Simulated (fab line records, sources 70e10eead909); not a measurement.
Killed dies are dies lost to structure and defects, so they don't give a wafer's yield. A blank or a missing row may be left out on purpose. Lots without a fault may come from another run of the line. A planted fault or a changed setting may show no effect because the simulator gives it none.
fab line records | flow nand_harc | part 2 of 2: steps 5 to 6 of 6
record lots=23 wafers=69 last_day=34
route steps=1302 shown A_STAIRCASE@683
lots that met no fault: from a run of the same line without faults
start_h: hours from the record's first day to the start of the lot's first wafer shown | wait_h: hours since the lot's step before | " the same as in the row above | L1.1+2: a row that stands for several wafers | - no value, or no start given | * or withheld: withheld | < > ~ a bound
route shown NAME@n: a module of which the file shows steps, and the number in the route of the first | usual: mean/standard deviation of fault-free wafers | same: alike in all rows | chamber/n: place in a boat | sites: the reading at each site | _std_site: their standard deviation | _edge_site: outer sites' mean less inner sites' | radius_mm: how far each site lies from the wafer's centre | mask NAME#n: copy n | behind: the tool/chamber that last shaped the wafer | hold: why the lot was held/for how many hours/how that ended | device: the transistor (n, p or np) that didn't switch | end of line: the same wafers' tests at the end of the route | a step without rows: its recipe alone | killed: dies lost to structure and defects at the first sort, not the wafer's yield | map: a wafer's dies, x killed, . not, _ none there
set.NAME: the setting as run; set.NAME@STEP: as run at that earlier step | model.NAME: the simulator's own value behind a step, which no gauge read
steps of the route over a sample of lots; a table a step, a row a wafer
services: from which hour (start_h, from the record's first day; less than 0 if before it) a tool's chamber was out of use, for how many hours, and why
## steps
# step NHARC_A_STAIRCASE_ETCH_225
# recipe target_depth_a=1000 time_s=40.5 ion_energy_ev=400 c4f8_flow_sccm=20 o2_flow_sccm=10 ar_flow_sccm=withheld rf_w=600 bias_w=1000 chemistry=C4F8/O2
# usual oes_product_au=0.939/0.011 rf_fwd_power_W=592.3/2.3 rf_vpp_V=894/5.1
# columns lot.wafer tool chamber start_h wait_h oes_product_au rf_fwd_power_W rf_hours_counter_h rf_vpp_V
L074.2 rie_diel-03 2 - - 0.941 591.3 22 894
L074.4 " 3 " " 0.966 589.6 20 895
L074.1 " 0 " " 0.941 595.7 24 898
L076.4 rie_diel-03 3 - - 0.930 589.8 24 895
L076.6 " 3 " " 0.932 588.8 - 894
L076.5 " 0 " " 0.926 590.1 - 897
L075.3 rie_diel-02 2 - - 0.954 590.4 50 895
L075.6 " 2 " " 0.965 594.6 - 896
L075.5 " 3 " " 0.958 595.4 - 892
L077.3 rie_diel-02 0 - - 0.933 593.4 53 899
L077.1 " 2 " " 0.937 594.3 52 894
L077.2 " 3 " " 0.947 594.4 54 893
L078.1 rie_diel-02 2 - - 0.942 591.1 1 894
L078.2 " 3 " " 0.959 594.0 1 892
L078.4 " 0 " " 0.943 593.0 2 898
L079.2 rie_diel-02 0 - - 0.932 594.1 3 898
L079.5 " 1 " " 0.944 593.9 - 904
L079.6 " 2 " " 0.954 592.4 - 897
L080.3 rie_diel-02 3 - - 0.944 595.7 9 893
L080.4 " 1 " " 0.940 593.8 8 906
L080.5 " 2 " " 0.935 589.3 - 895
L081.3 rie_diel-02 0 - - 0.940 591.8 10 898
L081.1 " 1 " " 0.933 594.2 10 905
L081.5 " 2 " " 0.945 591.4 - 895
L084.2 rie_diel-11 0 - - 0.939 591.2 2 893
L084.5 " 2 " " 0.941 589.6 - 890
L084.6 " 3 " " 0.934 591.0 - 891
L082.1 rie_diel-11 2 - - 0.933 586.0 9 891
L082.4 " 3 " " 0.931 588.2 9 891
L082.5 " 3 " " 0.925 589.7 - 889
L083.2 rie_diel-11 0 - - 0.938 589.7 5 893
L083.4 " 2 " " 0.942 591.7 10 891
L083.3 " 3 " " 0.936 589.8 11 888
L087.1 rie_diel-02 1 - - 0.941 594.4 27 904
L087.4 " 2 " " 0.941 592.8 26 895
L087.6 " 2 " " 0.941 591.3 - 893
L085.4 rie_diel-03 1 - - 0.921 594.9 12 906
L085.2 " 2 " " 0.923 591.7 8 896
L085.1 " 3 " " 0.914 586.9 9 893
L088.4 rie_diel-03 0 - - 0.913 592.8 20 897
L088.5 " 3 " " 0.927 592.1 - 893
L088.6 " 0 " " 0.915 594.0 - 897
L089.3 rie_diel-02 3 - - 0.952 596.7 38 893
L089.4 " 0 " " 0.949 589.4 41 898
L089.6 " 3 " " 0.956 595.9 - 892
L091.3 rie_diel-11 3 - - 0.939 592.7 25 889
L091.2 " 1 " " 0.944 592.7 26 886
L091.1 " 2 " " 0.946 590.8 22 892
L090.1 rie_diel-03 3 - - 0.948 590.0 25 892
L090.2 " 1 " " 0.941 593.4 29 904
L090.6 " 3 " " 0.948 591.5 - 892
L092.4 rie_diel-03 3 - - 0.928 588.9 28 891
L092.1 " 1 " " 0.937 596.1 31 905
L092.5 " 0 " " 0.909 592.7 - 895
L093.3 rie_diel-11 2 - - 0.954 590.1 37 891
L093.2 " 1 " " 0.946 589.7 44 886
L093.4 " 3 " " 0.947 591.9 - 889
L094.2 rie_diel-02 1 - - 0.919 592.9 53 905
L094.3 " 3 " " 0.953 594.9 56 891
L094.5 " 0 " " 0.940 590.6 - 896
L096.2 rie_diel-11 1 - - 0.944 591.5 48 886
L096.4 " 2 " " 0.952 593.0 41 891
L096.5 " 0 " " 0.933 587.8 - 892
L095.1 rie_diel-11 2 - - 0.949 590.9 41 890
L095.3 " 3 " " 0.931 593.4 43 890
L095.6 " 3 " " 0.945 591.5 - 890
L097.3 rie_diel-02 1 - - 0.918 592.3 5 904
L097.1 " 3 " " 0.944 597.6 7 892
L097.4 " 0 " " 0.934 596.4 6 897
# step NHARC_A_STAIRCASE_TRIM_235
# recipe time_s=211.2 o2_flow_sccm=500 ar_flow_sccm=0 bias_w=0 chemistry=O2
# usual drypump_motor_current_A=5.6/0.42 oes_product_au=0.999/0.0096 rf_vpp_V=57.5/0.84 showerhead_plenum_p_Torr=3.45/0.13 throttle_valve_pct=17.037/0.0085
# columns lot.wafer tool chamber start_h wait_h drypump_motor_current_A oes_product_au rf_hours_counter_h rf_vpp_V showerhead_plenum_p_Torr throttle_valve_pct
L074.4 rie_diel-03 1 - - 5.8 0.979 22 56.7 3.27 17.040
L074.2 " 2 " " 5.5 0.998 22 57.7 3.53 17.056
L074.1 " 3 " " 5.1 1.005 20 58.1 3.47 17.030
L076.4 rie_diel-02 0 - - 5.2 1.006 52 57.9 3.56 17.044
L076.5 " 3 " " 5.3 1.011 - 56.9 3.45 17.031
L076.6 " 0 " " 5.2 0.994 - 58.1 3.56 17.029
L075.3 rie_diel-02 2 - - 5.0 1.009 51 57.9 3.52 17.034
L075.6 " 3 " " 5.2 1.007 - 57.0 3.45 17.038
L075.5 " 0 " " 5.2 0.997 - 56.7 3.56 17.029
L077.2 rie_diel-11 2 - - 5.3 1.001 49 56.9 3.40 17.039
L077.3 " 0 " " 6.3 0.998 39 58.7 3.45 17.034
L077.1 " 1 " " 5.6 1.011 45 58.5 3.29 17.051
L078.2 rie_diel-11 3 - - 5.9 0.998 51 58.0 3.37 17.035
L078.1 " 1 " " 5.6 1.010 51 57.7 3.29 17.030
L078.4 " 2 " " 5.3 1.000 55 56.0 3.40 17.024
L079.2 rie_diel-11 1 - - 5.6 1.009 54 58.0 3.29 17.037
L079.6 " 3 " " 5.8 0.985 - 56.2 3.37 17.060
L079.5 " 0 " " 6.3 0.983 - 57.3 3.45 17.031
L080.3 rie_diel-11 3 - - 5.8 0.990 1 57.9 3.37 17.031
L080.5 " 1 " " 5.6 1.004 - 56.3 3.29 17.030
L080.4 " 3 " " 5.8 1.008 - 56.6 3.37 17.040
L081.1 rie_diel-02 2 - - 5.0 0.998 11 58.2 3.51 17.043
L081.3 " 3 " " 5.2 1.005 11 56.1 3.44 17.042
L081.5 " 1 " " 6.2 0.985 - 58.8 3.77 17.044
L084.2 rie_diel-11 0 - - 6.3 1.000 3 57.5 3.44 17.037
L084.5 " 1 " " 5.6 1.020 - 56.3 3.28 17.039
L084.6 " 2 " " 5.3 1.003 - 56.9 3.39 17.046
L082.4 rie_diel-02 1 - - 6.2 0.992 18 58.2 3.77 17.028
L082.1 " 2 " " 4.9 1.001 16 58.1 3.51 17.032
L082.5 " 3 " " 5.3 1.002 - 57.1 3.44 17.043
L083.4 rie_diel-11 2 - - 5.3 0.991 11 56.2 3.39 17.031
L083.2 " 3 " " 5.9 1.006 11 57.1 3.36 17.038
L083.3 " 0 " " 6.3 0.988 5 57.3 3.44 17.040
L087.1 rie_diel-11 0 - - 6.3 0.987 12 57.9 3.44 17.021
L087.4 " 3 " " 5.8 1.006 18 56.2 3.36 17.048
L087.6 " 0 " " 6.4 0.997 - 57.0 3.44 17.031
L085.1 rie_diel-02 1 - - 6.2 0.990 28 57.7 3.76 17.035
L085.4 " 2 " " 5.0 0.998 27 58.2 3.50 17.040
L085.2 " 3 " " 5.3 0.993 26 56.3 3.43 17.032
L088.4 rie_diel-03 3 - - 5.1 0.998 18 58.3 3.44 17.022
L088.6 " 0 " " 6.1 0.969 - 58.2 3.52 17.030
L088.5 " 1 " " 5.8 0.987 - 57.1 3.80 17.038
L089.3 rie_diel-11 3 - - 5.9 1.003 24 58.3 3.35 17.047
L089.4 " 2 " " 5.3 1.009 - 56.5 3.38 17.035
L089.6 " 1 " " 5.6 1.015 - 56.1 3.28 17.041
L091.1 rie_diel-11 3 - - 5.8 0.999 28 57.4 3.35 17.050
L091.2 " 1 " " 5.6 1.003 29 57.5 3.27 17.042
L091.3 " 2 " " 5.3 1.002 24 57.1 3.38 17.044
L090.1 rie_diel-03 0 - - 6.1 0.987 27 58.6 3.52 17.053
L090.2 " 2 " " 5.5 0.998 27 56.8 3.50 17.019
L090.6 " 3 " " 5.1 0.998 - 58.2 3.44 17.046
L092.4 rie_diel-02 2 - - 4.9 0.997 46 57.6 3.49 17.044
L092.1 " 1 " " 6.2 0.976 47 57.9 3.75 17.046
L092.5 " 3 " " 5.3 0.996 - 58.6 3.42 17.034
L093.4 rie_diel-03 2 - - 5.5 0.998 36 56.1 3.49 17.030
L093.2 " 0 " " 6.1 0.981 35 57.8 3.51 17.030
L093.3 " 1 " " 5.8 0.995 38 57.2 3.79 17.027
L094.2 rie_diel-02 3 - - 5.2 1.000 56 57.4 3.41 17.049
L094.3 " 0 " " 5.2 1.005 57 59.0 3.53 17.054
L094.5 " 0 " " 5.2 1.000 - 57.5 3.53 17.030
L096.2 rie_diel-11 1 - - 5.6 1.024 49 58.7 3.26 17.038
L096.5 " 1 " " 5.6 1.002 - 58.8 3.26 17.033
L096.4 " 0 " " 6.3 1.011 - 58.0 3.43 17.046
L095.1 rie_diel-11 1 - - 5.6 1.003 50 57.2 3.26 17.026
L095.3 " 2 " " 5.3 1.006 43 56.9 3.37 17.040
L095.6 " 2 " " 5.3 1.010 - 57.9 3.37 17.041
L097.1 rie_diel-11 2 - - 5.3 1.007 51 58.3 3.37 17.035
L097.4 " 0 " " 6.3 1.001 36 57.4 3.43 17.039
L097.3 " 1 " " 5.6 1.016 57 55.7 3.26 17.033
## services
# columns tool chamber start_h hours kind
rie_diel-03 3 346.62 14.6 repair
rie_diel-03 2 347.41 6.0 repair
rie_diel-02 0 349.82 - clean
rie_diel-02 1 349.82 - clean
rie_diel-02 2 349.82 - clean
rie_diel-02 3 349.82 - clean
rie_diel-02 2 361.41 9.9 repair
rie_diel-02 0 374.32 - clean
rie_diel-02 1 374.32 - clean
rie_diel-02 2 374.32 - clean
rie_diel-02 3 374.32 - clean
rie_diel-02 - 394.39 9.0 pm
rie_diel-02 0 394.39 9.0 vent_cycle
rie_diel-02 1 394.39 9.0 vent_cycle
rie_diel-11 3 417.39 4.8 repair
rie_diel-11 - 432.53 9.0 pm
rie_diel-03 - 459.14 9.0 pm
rie_diel-03 0 489.02 4.1 repair
rie_diel-02 - 504.80 1.1 repair
rie_diel-11 - 507.07 1.6 repair
rie_diel-03 3 547.96 7.7 repair
rie_diel-11 3 571.25 4.8 repair
rie_diel-02 - 571.39 9.0 pm
rie_diel-11 3 579.37 5.2 repair
